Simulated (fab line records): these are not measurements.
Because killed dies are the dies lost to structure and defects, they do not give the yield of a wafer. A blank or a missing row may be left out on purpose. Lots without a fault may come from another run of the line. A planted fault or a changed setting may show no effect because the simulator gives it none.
Chamber matching    flow n5-finfet    3 sister chambers for N5_BEOL_M5_ILD_DEP_00 on pecvd-01
The step deposits SiCOH lowk from DEMS/porogen, target thk 140.64 nm, time 25.9 s. 6 wafers are shown with their chamber, then 7 later ones without.

## EACH WAFER AND ITS CHAMBER
wafer   chamber  throttle-valve-pct (%)  heater-power-w (W)
L079.1  0        13.3                    360
L083.2  2        13.3                    224
L083.3  0        13.7                    325
L083.4  1        15.6                    219
L090.1  1        16.0                    279
L090.2  2        13.6                    186

## WAFERS WITH NO CHAMBER GIVEN
wafer   throttle-valve-pct (%)  heater-power-w (W)
L090.4  15.5                    282
L093.1  15.8                    270
L093.2  13.3                    351
L093.5  15.7                    274
L094.1  14.1                    234
L094.3  13.3                    345
L094.5  13.7                    235

## EACH ONE'S CHAMBER
wafer   from the rows above      in truth
L090.4  1                        1
L093.1  1                        1
L093.2  0                        0
L093.5  1                        1
L094.1  can't be placed: 2 or 0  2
L094.3  0                        0
L094.5  2                        2
6 of 7 placed correctly. Unplaceable from these rows: 1, with the true chamber sitting among the candidates in 1. Number placed wrongly: 0.
How it was worked out, from the rows above alone: a wafer's distance from a chamber is the root of the sum, over the readings, of the square of ((its reading less the chamber's mean) divided by the reading's scatter). If the next closest chamber is less than 2 further off than the closest, the wafer can't be placed; otherwise it belongs to the closest. Each chamber's mean is taken over the wafers shown for it. How the scatter is found: for the shown wafers, subtract from each reading the mean of its chamber, square and add these, divide the total by (wafers less chambers), then take the root.
